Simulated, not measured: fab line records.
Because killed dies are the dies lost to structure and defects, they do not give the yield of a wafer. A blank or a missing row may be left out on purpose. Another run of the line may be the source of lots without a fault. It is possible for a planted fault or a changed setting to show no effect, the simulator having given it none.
Comparing a struck lot with a sound one    flow n5-finfet    23 out of 1938 route steps
Sound: these wafers, L776.1, L776.3, L776.6. Wafers L766.1, L766.3, L766.4 were the ones struck. The cause is given at the end.
For every step that has rows: the tool of each side, followed by ch and its chambers, followed by its first start. Under that, the readings that differ: sound wafers    struck wafers    difference of the means    sigmas: that difference in standard deviations of wafers without a fault.
alike: words and numbers the same on both sides, and readings whose means are apart by under 2 such deviations; not compared: readings that were withheld, readings missing a value for some wafer, numbers with overlapping values and no deviation given by the record, and bounds like >300 which may hide the same value.
Wherever a step has rows on one side only, a row that says differs or no value, or a row with sigmas, the two part there. Non-overlapping numbers with no deviation appear without sigmas and do not part them. A reading missing from all wafers of one side parts the sides only when that side holds two or more wafers.

first, 8 steps without rows for these wafers: N5_BEOL_M9_ANNEAL_51 (time 90 s); N5_BEOL_M9_CMP_52 (polishes, stops on SiCOH lowk, t overpolish 7 s, target thk 140 nm); N5_BEOL_M9_PRE_CLEAN_55 (time 15 s); N5_BEOL_M9_DEP_56 (deposits SiCN from 3MS/NH3, target thk 15 nm, time 26.5 s); N5_BEOL_M10_ILD_DEP_00 (deposits SiCOH lowk from DEMS/porogen, target thk 308.51 nm, time 58 s); N5_BEOL_M10_CURE_71 (cures SiCOH lowk, time 240 s); N5_BEOL_M10_PECVD_70 (deposits SiO2 from TEOS/O2, target thk 20 nm, time 22.7 s); N5_BEOL_M10_HM_DEP_02 (deposits TiN, target thk 20 nm).
N5_BEOL_M10_COAT_59: time 60 s, resist thk 100 nm.
  sound on litho-track-04 ch 0, day 15 15:23; struck on litho-track-04 ch 0, day 12 15:35
reading                                    sound                 struck                difference  sigmas
spin-speed-rpm (rpm)                       1501.5 1501.5 1498.9  1546.4 1546.3 1547.9  +46.2       +42
model.SOC_of_BEOL_M10_COAT_59.thk-nm (nm)  99.6 100 100          98.4 98 98.4          -1.6        
  alike: exhaust-pa
then, 9 steps without rows for these wafers: N5_BEOL_M10_COAT_60 (time 60 s, resist thk 30 nm); N5_BEOL_M10_COAT_05 (resist thk 90 nm); N5_BEOL_M10_EBR_07; N5_BEOL_M10_SOFTBAKE_06 (time 60 s); N5_BEOL_M10_EXPOSE_08 (exposes mask M10); N5_BEOL_M10_PEB_09 (peb time 60 s); N5_BEOL_M10_DEVELOP_10 (develop time 30 s); N5_BEOL_M10_DESCUM_16 (chemistry O2, time 7.9 s); N5_BEOL_M10_ETCH_61 (etches SiARC in CF4, target depth 39 nm, time 65 s).
N5_BEOL_M10_ETCH_62: etches SOC in N2/H2, target depth 110 nm, overetch 22 nm, time 165 s.
  sound on rie-diel-01 ch 0,1,2, day 15 16:01; struck on rie-diel-06 ch 0,2,3, day 12 16:14
reading                   sound             struck             difference  sigmas
model.etch.depth-nm (nm)  99.63 99.9 99.95  98.31 97.98 98.43  -1.59       
  alike: drypump-motor-current-A, oes-product-au, rf-vpp-V, showerhead-plenum-p-Torr, throttle-valve-pct
  not compared: rf-hours-counter-h
then, 2 steps without rows for these wafers: N5_BEOL_M10_STRIP_68 (strips in N2/H2); N5_BEOL_M10_STRIP_67 (strips in CF4).
N5_BEOL_M10_HM_OPEN_17: chemistry Cl2/BCl3, target TiN, target depth 20 nm, overetch 6 nm.
  sound on rie-metal-03 ch 0,1, day 15 16:13; struck on rie-metal-01 ch 0,1, day 12 16:25
reading                                    sound         struck          difference  sigmas
model.SOC_of_BEOL_M10_COAT_59.thk-nm (nm)  91.6 92 92.2  90.2 90.2 90.2  -1.7        
  alike: drypump-motor-current-A, oes-product-au, throttle-valve-pct
  not compared: rf-hours-counter-h
then, 1 step without rows for these wafers: N5_BEOL_M10_STRIP_19 (strips in O2).

== WHERE THEY PART ==
Only at N5_BEOL_M10_COAT_59, within this record. Later steps at which nothing parts them and some readings are alike: N5_BEOL_M10_ETCH_62, N5_BEOL_M10_HM_OPEN_17.

WHY: the cause the simulator had injected
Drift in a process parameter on litho-track-04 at N5_BEOL_M10_COAT_59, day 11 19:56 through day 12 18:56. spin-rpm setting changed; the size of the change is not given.
